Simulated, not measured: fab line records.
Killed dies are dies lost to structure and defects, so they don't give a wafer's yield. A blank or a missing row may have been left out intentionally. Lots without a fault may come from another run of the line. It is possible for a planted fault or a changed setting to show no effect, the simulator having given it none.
Which of the tools did it? ; flow n5 finfet ; 10 lots, 30 wafers sampled, at 5 steps of a route of 1938

== WHAT EACH GAUGE READ, for each wafer ==
N5_BEOL_M4_RC_MEAS_101. Usual: DIBL_N 36.6 mV/V, standard deviation 1.3; DIBL_P 36.4 mV/V, standard deviation 1.4; IOFF_N 0.167 nA/um, standard deviation 0.023; IOFF_P 0.219 nA/um, standard deviation 0.029; ION_N 678 uA/um, standard deviation 8.7; ION_P 464 uA/um, standard deviation 6.4; SS_N 71.5 mV/dec, standard deviation 0.53; SS_P 73.4 mV/dec, standard deviation 0.57; VT_N 248.5 mV, standard deviation 2.8; VT_P -249 mV, standard deviation 3.1.
lot;measured;on;DIBL_N (mV/V);DIBL_P (mV/V);IOFF_N (nA/um);IOFF_P (nA/um);ION_N (uA/um);ION_P (uA/um);SS_N (mV/dec);SS_P (mV/dec);VT_N (mV);VT_P (mV);flag
L262;day 9 04:13;prober-02;35.3 34.1 34.1;33.7 32.7 33.6;0.136 0.125 0.129;0.182 0.170 0.179;658 659 668;455 458 458;70.3 70.5 70.8;73.0 72.9 72.8;255.9 253.4 253.7;-250 -250 -251;
L265;day 9 09:05;prober-02;34.3 35.1 36.7;33.1 33.8 35.5;0.125 0.132 0.164;0.212 0.219 0.256;660 673 675;468 475 476;71.6 71.4 73.2;72.4 72.5 72.3;254.0 253.4 249.6;-247 -249 -245;
L266;day 10 10:31;prober-02;39.2 37.6 38.4;38.2 36.8 37.3;0.191 0.175 0.176;0.240 0.219 0.224;684 681 684;465 464 466;72.3 72.0 72.6;73.7 72.9 73.1;248.0 247.0 248.2;-246 -248 -246;
L268;day 11 14:48;prober-02;35.0 37.0 37.8;34.1 36.9 37.1;0.133 0.166 0.169;0.192 0.239 0.238;666 681 669;462 471 459;70.6 71.8 71.9;72.9 73.5 73.4;252.4 247.1 250.5;-249 -247 -246;
L271;day 11 14:51;prober-01;34.9 34.1 34.5;36.0 34.6 35.8;0.157 0.154 0.158;0.243 0.216 0.238;675 678 681;467 468 472;71.3 71.1 71.1;73.4 72.9 73.4;252.5 248.4 249.7;-242 -246 -247;
L270;day 12 19:20;prober-01;34.9 36.6 34.6;34.7 36.5 34.2;0.144 0.170 0.131;0.182 0.208 0.178;674 669 665;460 458 461;71.2 71.6 70.7;72.9 73.3 72.7;250.8 247.6 249.1;-253 -249 -251;
L278;day 14 20:09;prober-02;35.9 35.2 36.6;35.4 35.2 36.0;0.156 0.148 0.169;0.219 0.225 0.230;675 681 681;464 472 466;70.9 70.5 70.9;73.2 73.5 73.4;246.8 249.7 246.5;-250 -248 -248;
L280;day 14 22:31;prober-01;39.3 37.9 37.2;37.6 37.0 36.2;0.193 0.165 0.149;0.207 0.200 0.180;689 679 672;461 466 456;71.7 71.7 71.6;74.3 73.7 73.5;245.8 249.2 252.1;-252 -253 -255;
L283;day 15 15:25;prober-02;36.2 36.1 35.8;37.2 36.6 36.3;0.160 0.153 0.151;0.197 0.182 0.179;679 676 679;461 457 460;71.8 71.3 70.9;72.2 72.6 72.6;248.6 251.2 250.6;-252 -250 -252;
L282;day 15 22:28;prober-01;38.3 37.2 37.2;39.0 36.4 36.5;0.231 0.193 0.188;0.281 0.235 0.234;704 689 690;477 468 468;71.8 71.3 71.6;74.7 74.4 73.3;242.5 245.3 245.2;-245 -249 -250;

N5_BEOL_M5_THK_MEAS_01. Usual: M5_ILD_THK 120.9 nm, standard deviation 1.5.
lot;measured;on;M5_ILD_THK (nm);flag
L262;day 9 05:46;film metro-01;121.1 122.6 123.2;
L265;day 9 10:38;film metro-02;120.5 122.1 121.6;
L266;day 10 12:33;film metro-02;118.0 120.6 119.6;
L268;day 11 16:19;film metro-02;121.1 120.8 124.4;
L271;day 11 16:28;film metro-02;119.4 118.1 232.5;OFF
L270;day 12 20:43;film metro-01;119.0 234.0 234.7;OFF
L278;day 14 21:42;film metro-02;119.8 121.2 122.0;
L280;day 15 00:04;film metro-01;120.4 119.6 119.8;
L283;day 15 16:56;film metro-02;120.2 119.4 121.7;
L282;day 15 23:51;film metro-01;118.3 118.8 122.5;

== TOOL THAT RAN EACH LOT (tool first, then ch and the chambers of the sampled wafers, then the start) ==
lot;N5_BEOL_M4_ANNEAL_89;N5_BEOL_M4_DEP_57;N5_BEOL_M5_ILD_DEP_00
L262;pvd sputter-02, day 9 02:19;pecvd-01 ch 0,1,2, day 9 04:06;pecvd-04 ch 1,2, day 9 05:11
L265;pvd sputter-01, day 9 07:11;pecvd-03 ch 0,1,2, day 9 08:58;pecvd-04 ch 0,1, day 9 10:03
L266;pvd sputter-01, day 10 00:35;pecvd-03 ch 0,1, day 10 10:23;pecvd-01 ch 0,1, day 10 11:29
L268;pvd sputter-01, day 11 12:45;pecvd-03 ch 0,1,2, day 11 14:32;pecvd-02 ch 0,1,2, day 11 15:37
L271;pvd sputter-03, day 11 12:47;pecvd-01 ch 0,1, day 11 14:35;pecvd-04 ch 0,1,2, day 11 15:40
L270;pvd sputter-02, day 12 17:01;pecvd-01 ch 0,2, day 12 19:04;pecvd-04 ch 0,1,2, day 12 20:09
L278;pvd sputter-01, day 14 17:54;pecvd-02 ch 0,1, day 14 20:02;pecvd-02 ch 0,1,2, day 14 21:07
L280;pvd sputter-02, day 14 20:34;pecvd-01 ch 0,1,2, day 14 22:24;pecvd-01 ch 0,1,2, day 14 23:29
L283;pvd sputter-01, day 15 13:27;pecvd-02 ch 0,1,2, day 15 15:17;pecvd-04 ch 1,2, day 15 16:22
L282;pvd sputter-01, day 15 20:19;pecvd-01 ch 0,1,2, day 15 22:12;pecvd-01 ch 0,1, day 15 23:17
- N5_BEOL_M4_ANNEAL_89: time 240 s.
- N5_BEOL_M4_DEP_57: deposits SiCN from 3MS/NH3, target thk 8 nm, time 14 s.
- N5_BEOL_M5_ILD_DEP_00: deposits SiCOH lowk from DEMS/porogen, target thk 140.64 nm, time 25.9 s.

== AS READ BY THE TOOLS THEMSELVES (means over the sampled wafers that have a number; for cases with no such wafer, the mark the record gives instead) ==
N5_BEOL_M4_ANNEAL_89. Usual: heater power w at 879 W, with a standard deviation of 97.
lot;tool;heater power w (W);flag
L262;pvd sputter-02;980;
L265;pvd sputter-01;869;
L266;pvd sputter-01;829;
L268;pvd sputter-01;947;
L271;pvd sputter-03;892;
L270;pvd sputter-02;922;
L278;pvd sputter-01;778;
L280;pvd sputter-02;969;
L283;pvd sputter-01;836;
L282;pvd sputter-01;870;

N5_BEOL_M4_DEP_57. Usual: showerhead plenum p Torr 3.665 Torr, standard deviation 0.017; throttle valve pct 9.1 %, standard deviation 0.52.
lot;tool;showerhead plenum p Torr (Torr);throttle valve pct (%);flag
L262;pecvd-01;3.674;9.4;
L265;pecvd-03;3.650;8.9;
L266;pecvd-03;3.652;9.0;
L268;pecvd-03;3.647;9.2;
L271;pecvd-01;3.680;9.1;
L270;pecvd-01;3.673;8.5;
L278;pecvd-02;3.672;9.6;
L280;pecvd-01;3.679;9.1;
L283;pecvd-02;3.665;9.3;
L282;pecvd-01;3.682;9.2;

N5_BEOL_M5_ILD_DEP_00. Usual: heater power w 307 W, standard deviation 45; showerhead plenum p Torr 5.743 Torr, standard deviation 0.016; throttle valve pct 14.1 %, standard deviation 0.94.
lot;tool;heater power w (W);showerhead plenum p Torr (Torr);throttle valve pct (%);flag
L262;pecvd-04;250;5.730;13.3;
L265;pecvd-04;278;5.745;14.8;
L266;pecvd-01;382;5.762;14.6;
L268;pecvd-02;308;5.742;14.4;
L271;pecvd-04;276;5.736;14.0;
L270;pecvd-04;263;5.738;14.1;
L278;pecvd-02;309;5.734;14.4;
L280;pecvd-01;346;5.756;14.0;
L283;pecvd-04;295;5.737;13.4;
L282;pecvd-01;347;5.757;14.6;

== THE ANSWER, worked out from the rows above alone ==
Rule: a lot is off if the mean of its wafers that have a number lies more than 3 standard deviations from the usual mean. Also off: a lot with no number at a reading for which 4 or more lots have one. The other lots that the step has rows for count as sound. The gauges are gone through in route order, then the tools' own readings, and for those a lot's mean is taken as printed above. At the first step where some lot is off, the reading lying furthest off is the one used; lots without a number count as furthest.
Off: at N5_BEOL_M5_THK_MEAS_01 (M5_ILD_THK), L271, L270.
If a tool, at a process step before that reading, ran all the lots that are off and no sound lot after the first of them, it fits. Those tools and the gauges at N5_BEOL_M5_THK_MEAS_01 are tried in the same way. Not one of the candidates tried fits.

== WHAT HAD BEEN PUT IN BY THE SIMULATOR ==
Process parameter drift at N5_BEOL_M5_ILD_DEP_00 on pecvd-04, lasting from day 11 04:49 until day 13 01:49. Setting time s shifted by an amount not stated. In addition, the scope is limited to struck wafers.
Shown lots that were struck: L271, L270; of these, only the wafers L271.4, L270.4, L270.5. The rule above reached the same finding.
